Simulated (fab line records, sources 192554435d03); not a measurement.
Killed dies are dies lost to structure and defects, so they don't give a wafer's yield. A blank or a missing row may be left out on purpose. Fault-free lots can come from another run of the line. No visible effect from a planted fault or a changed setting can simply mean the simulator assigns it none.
fab line records    flow n5Finfet
record: lots: 6  wafers: 18  lastDay: 17
route steps=1938 shown GATE_CUT@498 BEOL_M4@1111
lots that met no fault: from a run of the same line without faults
startH: hours from the record's first day to the start of the lot's first wafer shown    waitH: hours since the lot's step before    " identical to the entry in the row above    L1.1+2: a single row standing in for several wafers    - value missing, or start not given    * or withheld: withheld    < > ~ a bound
route shown NAME@n: NAME is a module with steps in the file, n the number in the route of the first one    usual: the fault-free wafers' mean and standard deviation    same: alike in all rows    chamber/n: place in a boat    sites: the reading at each site    _std_site: how widely they spread, as a standard deviation    _edge_site: inner sites' mean taken away from outer sites' mean    radiusMm: how far each site lies from the wafer's centre    mask NAME#n: copy n    behind: the last tool/chamber to shape the wafer    hold: the reason the lot was held/the length of the hold in hours/how it ended    device: which transistor (n, p or np) failed to switch    end of line: tests run on the same wafers once the route is complete    step lacking rows: just its recipe    killed: dies lost to structure and defects at the first sort, not the wafer's yield    map: dies across one wafer; x = killed, . = not, _ = none there
set.NAME: the setting as run; set.NAME@STEP: as run at that earlier step    model.NAME: the simulator's own value behind a step, which no gauge read
lots at some steps of the route; a table a step, a row a wafer
services: from which hour (startH, from the record's first day; less than 0 if before it) a tool's chamber was out of use, for how many hours, and why
== steps ==
step: N5_GATE_CUT_STRIP_42
recipe: chemistry: O2  powerW: 400  tempC: 40  pressureMtorr: 30  rfFrequencyHz: 6e+07  biasPowerW: 0  overashFraction: 0.3  o2FlowSccm: 225
step: N5_GATE_CUT_ETCH_19
recipe: chemistry: CH3F/O2  target: SiNx  maskMaterial: SiO2  targetDepthA: 537  timeS: 76.7  pressureMtorr: 30  sourceW: 395  biasW: 73  Ar_flow_sccm: 150  CH3F_flow_sccm: 30  O2_flow_sccm: 20  ionEnergyEv: 120  ends: cleared
usual: drypumpMotorCurrentA: 5.7/0.32  etchRfOnTimeS: 76.4/1.6  oesProductAu: 0.68/0.054  rfVppV: 299/9.4  showerheadPlenumPTorr: 2.00/0.068  throttleValvePct: 16.32/0.24
lot.wafer  tool        chamber  startH  waitH  drypumpMotorCurrentA  etchRfOnTimeS  oesProductAu  rfHoursCounterH  rfVppV  showerheadPlenumPTorr  throttleValvePct
L224.1     rieDiel-04  3        103.50  0.0    5.0                   76.0           0.70          100              309     2.01                   15.91
L224.4     "           0        "       "      5.7                   76.5           0.70          -                283     2.01                   16.26
L224.6     "           1        "       "      5.7                   73.1           0.79          -                303     1.96                   16.07
L225.3     rieDiel-01  0        107.65  0.0    5.8                   79.1           0.75          31               313     2.05                   16.05
L225.4     "           2        "       "      6.4                   74.5           0.65          155              298     2.10                   16.43
L225.5     "           0        "       "      5.8                   79.2           0.74          -                312     2.05                   16.09
L235.2     rieDiel-04  0        170.11  0.0    5.7                   76.3           0.68          102              284     2.00                   16.32
L235.5     "           2        "       "      6.0                   76.6           0.60          -                293     1.89                   16.39
L235.6     "           1        "       "      5.7                   74.1           0.75          -                302     1.95                   16.10
L237.1     rieDiel-01  2        178.87  0.0    6.3                   74.8           0.64          176              296     2.09                   16.46
L237.2     "           1        "       "      5.9                   74.4           0.63          192              303     1.92                   16.58
L237.3     "           0        "       "      5.7                   78.9           0.73          50               311     2.04                   16.11
L239.2     rieDiel-03  1        191.62  0.0    5.3                   76.3           0.69          109              299     2.04                   16.30
L239.3     "           0        "       "      5.7                   76.4           0.74          48               310     2.11                   16.50
L239.5     "           3        "       "      5.9                   76.2           0.60          -                291     1.99                   16.62
L243.3     rieDiel-01  0        222.60  0.0    5.8                   78.5           0.71          62               311     2.04                   16.13
L243.4     "           1        "       "      5.9                   73.4           0.63          204              302     1.91                   16.58
L243.6     "           3        "       "      5.7                   78.0           0.64          -                292     1.92                   16.53
step: N5_GATE_CUT_CUT_ETCH_53
recipe: chemistry: SF6/Cl2  target: W  maskMaterial: SiO2  targetDepthA: 792  pressureMtorr: 8  icpW: 900  biasW: 80  SF6_flow_sccm: 40  Cl2_flow_sccm: 60  ends: cleared
usual: drypumpMotorCurrentA: 5.6/0.41  etchRfOnTimeS: 26.4/0.69  oesProductAu: 0.74/0.09  throttleValvePct: 28.8/0.32
lot.wafer  tool         chamber  startH  waitH  drypumpMotorCurrentA  etchRfOnTimeS  oesProductAu  rfHoursCounterH  throttleValvePct
L224.1     rieMetal-02  1        103.60  0.1    6.6                   26.2           0.54          136              29.4
L224.4     "            0        "       "      5.5                   25.1           0.79          -                29.2
L224.6     "            1        "       "      6.5                   26.4           0.53          -                29.4
L225.3     rieMetal-03  1        107.78  0.1    5.6                   26.5           0.66          -                28.3
L225.4     "            0        "       "      5.3                   26.3           0.64          -                28.8
L225.5     "            0        "       "      5.3                   26.2           0.65          -                28.8
L235.2     rieMetal-02  0        170.24  0.1    5.6                   25.3           0.76          -                29.2
L235.5     "            0        "       "      5.6                   25.2           0.77          -                29.3
L235.6     "            0        "       "      5.6                   25.0           0.77          -                29.3
L237.1     rieMetal-02  1        178.98  0.1    6.5                   26.3           0.90          0                28.9
L237.2     "            0        "       "      5.6                   25.5           0.76          28               29.2
L237.3     "            0        "       "      5.6                   25.6           0.76          -                29.2
L239.2     rieMetal-02  0        191.73  0.1    5.6                   25.3           0.76          29               29.3
L239.3     "            1        "       "      6.5                   26.1           0.90          -                28.9
L239.5     "            0        "       "      5.6                   25.3           0.76          -                29.2
L243.3     rieMetal-03  1        222.74  0.1    5.6                   26.8           0.64          -                28.3
L243.4     "            0        "       "      5.3                   26.6           0.62          -                28.9
L243.6     "            0        "       "      5.3                   26.4           0.63          -                28.8
step: N5_GATE_CUT_CUT_ETCH_54
recipe: chemistry: Cl2/BCl3  target: TiN  maskMaterial: SiO2  targetDepthA: 967  pressureMtorr: 10  icpW: 1000  biasW: 126  Cl2_flow_sccm: 53.25  bcl3FlowSccm: 21.75  Ar_flow_sccm: 25  ends: cleared
step: N5_GATE_CUT_CUT_ETCH_55
recipe: chemistry: BCl3  target: HfO2  maskMaterial: SiO2  targetDepthA: 32  ionEnergyEv: 30  pressureMtorr: 5  icpW: 450  biasW: 18  bcl3FlowSccm: 80
step: N5_GATE_CUT_ETCH_47
recipe: chemistry: Cl2/BCl3  target: SiO2  targetDepthA: 100  pressureMtorr: 10  icpW: 1000  biasW: 126  Cl2_flow_sccm: 53.25  bcl3FlowSccm: 21.75  Ar_flow_sccm: 25
step: N5_GATE_CUT_VAPOR_ETCH_48
recipe: chemistry: BCl3/Cl2  target: TiN  mode: isotropic
step: N5_GATE_CUT_VAPOR_ETCH_49
recipe: chemistry: BCl3/Cl2  target: TiAlC  mode: isotropic
usual: drypumpMotorCurrentA: 5.6/0.4  oesProductAu: 0.83/0.11
lot.wafer  tool         chamber  startH  waitH  drypumpMotorCurrentA  oesProductAu
L224.1     rieMetal-02  1        103.81  0.0    6.5                   0.59
L224.4     "            0        "       "      5.6                   0.87
L224.6     "            1        "       "      6.5                   0.59
L225.3     rieMetal-03  1        107.98  0.0    5.6                   0.75
L225.4     "            0        "       "      5.3                   0.71
L225.5     "            0        "       "      5.3                   0.71
L235.2     rieMetal-02  0        170.65  0.1    5.6                   0.84
L235.5     "            0        "       "      5.5                   0.84
L235.6     "            0        "       "      5.6                   0.84
L237.1     rieMetal-02  1        179.19  0.0    6.5                   1.01
L237.2     "            0        "       "      5.6                   0.83
L237.3     "            0        "       "      5.6                   0.84
L239.2     rieMetal-02  0        191.94  0.0    5.5                   0.82
L239.3     "            1        "       "      6.5                   0.98
L239.5     "            0        "       "      5.6                   0.83
L243.3     rieMetal-03  1        222.94  0.0    5.6                   0.72
L243.4     "            0        "       "      5.3                   0.67
L243.6     "            0        "       "      5.3                   0.68
step: N5_GATE_CUT_VAPOR_ETCH_51
recipe: chemistry: BCl3/Cl2  target: HfO2  mode: isotropic
step: N5_GATE_CUT_STRIP_21
recipe: chemistry: N2/H2  timeS: 30  powerW: 1000  tempC: 250  pressureMtorr: withheld  n2FlowSccm: 1750  h2FlowSccm: 3250
usual: drypumpMotorCurrentA: 5.8/0.48  heaterPowerW: 328/37  tempC: 250.00/0.16
lot.wafer  tool            chamber  startH  waitH  drypumpMotorCurrentA  heaterPowerW  rfHoursCounterH  tempC
L224.1     plasmaAsher-02  1        103.90  0.0    6.1                   389           88               250.19
L224.4     "               1        "       "      6.1                   390           -                249.92
L224.6     "               0        "       "      4.9                   284           -                249.96
L225.3     plasmaAsher-02  0        108.07  0.1    4.9                   293           -                250.06
L225.4     "               1        "       "      6.1                   392           -                249.88
L225.5     "               1        "       "      6.1                   386           -                250.03
L235.2     plasmaAsher-02  0        170.78  0.1    4.9                   285           100              249.86
L235.5     "               0        "       "      4.9                   289           -                249.99
L235.6     "               1        "       "      6.0                   384           -                249.90
L237.1     plasmaAsher-01  0        179.27  0.0    6.2                   304           60               249.80
L237.2     "               1        "       "      5.8                   330           60               250.11
L237.3     "               0        "       "      6.2                   300           -                250.07
L239.2     plasmaAsher-01  0        192.19  0.2    6.2                   313           63               249.80
L239.3     "               1        "       "      5.9                   345           -                249.86
L239.5     "               1        "       "      5.8                   334           -                250.09
L243.3     plasmaAsher-01  1        223.03  0.1    5.9                   330           -                249.92
L243.4     "               0        "       "      6.2                   306           -                249.95
L243.6     "               1        "       "      5.9                   349           -                249.82
step: N5_GATE_CUT_STRIP_29
recipe: chemistry: postEtchResidueRemover  timeS: 60  tempC: 25  removerPh: withheld  removerWaterWtPct: withheld  removerFluorideWtPct: withheld
step: N5_GATE_CUT_SRD_52
recipe: dry: ipaMarangoni  timeS: 30  tempC: 23  rinseLiquid: diw
step: N5_GATE_CUT_ALD_22
recipe: material: SiNx  targetThkA: 160  tempC: 400  aldPrecursorFamily: SiH2I2  aldCoReactant: N2/H2-plasma  pulseTimeS: 1  aldCycles: 320  purgeTimeS: 2  coReactantPurgeTimeS: 2  pressureTorr: 2
usual: aldCycles: 320/0  heaterPowerW: 860/66  precursorPulseHeightRel: 0.999/0.019
same: coReactantPurgeTimeS: 2
lot.wafer  tool       chamber  startH  waitH  aldCycles  heaterPowerW  precursorPulseHeightRel  model.SiNx_of_GATE_CUT_ALD_22.thkNm
L224.1     aldSin-04  1        104.05  0.0    290        836           0.982                    14.6
L224.4     "          2        "       "      290        777           1.008                    14.6
L224.6     "          3        "       "      290        911           1.040                    14.6
L225.3     aldSin-04  1        108.20  0.0    290        832           1.002                    14.4
L225.4     "          2        "       "      290        767           0.970                    14.6
L225.5     "          3        "       "      290        893           1.046                    14.6
L235.2     aldSin-03  2        171.01  0.1    320        963           0.979                    16
L235.5     "          1        "       "      320        827           0.995                    16
L235.6     "          2        "       "      320        956           0.974                    16
L237.1     aldSin-01  1        179.46  0.1    320        897           0.990                    16
L237.2     "          0        "       "      320        899           1.004                    15.8
L237.3     "          2        "       "      320        885           1.009                    16
L239.2     aldSin-04  0        192.34  0.0    320        814           1.018                    16.2
L239.3     "          2        "       "      320        794           0.969                    16.2
L239.5     "          0        "       "      320        819           0.983                    16.2
L243.3     aldSin-04  3        223.66  0.5    320        924           0.975                    16.2
L243.4     "          0        "       "      320        813           0.970                    16.2
L243.6     "          0        "       "      320        816           0.971                    16.2
step: N5_GATE_CUT_CMP_23
recipe: stopOn: SiO2  tOverpolishS: 23.4  postCmpClean: alkalineBrush  downForcePsi: 2.5  platenRpm: 51.8  padVelocityMS: 1.0307  targetThkNm: 16
usual: motorCurrentA: 9.1/0.91  padLifeWafers: 858/640  slurryFilterDpKPa: 13.49/0.14
lot.wafer  tool    chamber  startH  waitH  motorCurrentA  padLifeWafers  slurryFilterDpKPa
L224.1     cmp-01  3        105.54  0.8    9.2            246            13.52
L224.4     "       0        "       "      9.9            247            13.36
L224.6     "       3        "       "      9.6            -              13.21
L225.4     cmp-03  0        109.73  0.1    9.7            1249           13.62
L225.3     "       1        "       "      8.7            1250           13.44
L225.5     "       0        "       "      9.5            -              13.35
L235.2     cmp-03  0        172.50  0.8    9.5            1806           13.49
L235.5     "       0        "       "      9.7            -              13.49
L235.6     "       1        "       "      8.9            -              13.63
L237.2     cmp-01  2        180.99  0.8    11.2           823            13.53
L237.1     "       3        "       "      8.8            824            13.65
L237.3     "       0        "       "      9.7            825            13.74
L239.3     cmp-01  0        193.95  0.9    9.3            936            13.54
L239.2     "       1        "       "      9.0            937            13.54
L239.5     "       1        "       "      8.9            -              13.22
L243.4     cmp-03  0        225.15  0.8    9.7            36             13.47
L243.3     "       3        "       "      8.6            39             13.69
L243.6     "       0        "       "      9.7            -              13.33
step: N5_BEOL_M4_RC_MEAS_101
usual: DIBL_N: 37.1/2.4  DIBL_P: 37/3  IOFF_N: 0.18/0.053  IOFF_P: 0.21/0.05  ION_N: 674/14  ION_P: 459/9.2  SS_N: 72.1/0.9  SS_P: 73.4/0.89  VT_N: 250/3.8  VT_P: -251/3.7
lot.wafer  tool       chamber  startH  waitH  DIBL_N[mV/V]  DIBL_P[mV/V]  IOFF_N[nA/um]  IOFF_P[nA/um]  ION_N[uA/um]  ION_P[uA/um]  SS_N[mV/dec]  SS_P[mV/dec]  VT_N[mV]  VT_P[mV]
L225.3     prober-01  0        200.94  0.5    36.2          35            0.14           0.17           668           446           71.3          72.7          254       -254
L225.4     "          0        "       "      40.4          41            0.23           0.26           672           457           72.6          74.7          250       -250
L225.5     "          0        "       "      35.9          35            0.14           0.18           669           461           71.8          72.9          252       -254
L224.1     prober-01  0        205.65  0.0    41.0          40            0.28           0.27           671           460           73.9          74.1          247       -248
L224.4     "          0        "       "      35.1          35            0.14           0.19           666           467           70.9          72.5          250       -248
L224.6     "          0        "       "      37.2          37            0.18           0.22           675           464           72.5          73.4          246       -250
L235.2     prober-02  0        265.53  0.2    38.1          40            0.20           0.25           684           468           71.8          74.4          246       -250
L235.5     "          0        "       "      36.1          37            0.15           0.20           695           473           71.1          73.2          248       -252
L235.6     "          0        "       "      36.2          37            0.16           0.20           673           457           72.0          73.1          248       -251
L237.1     prober-02  0        273.79  0.0    39.2          38            0.18           0.23           677           459           72.7          73.7          252       -248
L237.2     "          0        "       "      40.9          40            0.24           0.26           708           474           72.5          74.2          245       -248
L237.3     "          0        "       "      35.3          33            0.13           0.16           663           454           70.9          72.4          250       -255
L239.2     prober-01  0        280.71  0.2    43.0          45            0.32           0.38           703           473           73.5          75.2          244       -241
L239.3     "          0        "       "      36.5          37            0.17           0.24           678           472           71.8          73.4          247       -246
L239.5     "          0        "       "      40.2          42            0.27           0.33           698           474           72.7          74.8          241       -244
L243.3     prober-01  0        309.93  0.3    38.0          39            0.20           0.21           685           458           72.1          73.7          248       -254
L243.4     "          0        "       "      35.8          35            0.15           0.16           662           443           71.5          73.2          253       -257
L243.6     "          0        "       "      36.7          36            0.16           0.17           667           448           71.7          73.5          247       -257
== services ==
tool            chamber  startH  hours  kind
plasmaAsher-02  -        84.41   1.2    repair
rieMetal-02     -        87.42   14.6   pm
plasmaAsher-02  -        97.19   2.7    repair
aldSin-04       0        100.88  8.9    repair
cmp-03          -        115.97  0.8    repair
cmp-03          -        133.50  0.8    repair
rieMetal-02     -        142.52  0.3    repair
rieMetal-02     1        144.09  -      clean
rieMetal-02     1        144.09  29.1   scheduledDown
rieMetal-02     1        144.09  29.1   ventCycle
rieDiel-04      -        146.76  2.8    pm
rieDiel-04      2        163.49  3.9    repair
aldSin-03       -        177.57  14.0   pm
cmp-03          -        189.92  16.7   pm
plasmaAsher-02  -        193.41  0.7    repair
cmp-01          -        197.28  2.3    repair
rieMetal-02     -        198.86  2.8    pm
aldSin-04       2        202.84  1.5    repair
rieDiel-01      -        207.15  2.3    repair
cmp-03          -        213.17  0.3    repair
aldSin-04       3        216.15  3.2    repair
cmp-03          -        217.93  4.0    pm
cmp-03          -        221.93  -      consumableReplace:conditioner
cmp-01          -        222.06  19.9   pm
== key ==
firstSign: step: N5_GATE_CUT_ALD_22  reading: aldCycles  direction: down  sigmas: 99+  usual: *  struck: *
effect none on later readings
modelEffect: step: N5_GATE_CUT_ALD_22  value: SiNx_of_GATE_CUT_ALD_22.thkNm  without: 16.03  struck: 14.57
metAt N5_GATE_CUT_ALD_22
struckWafers L224.1,L224.4,L224.6,L225.3,L225.4,L225.5
fault: kind: processParameterDrift  tool: aldSin-04  chamber: -  onsetH: 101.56  steps: N5_GATE_CUT_ALD_22  channel: aldCycles  offset: *  shape: step  endH: 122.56  actsIn: *  stated: *
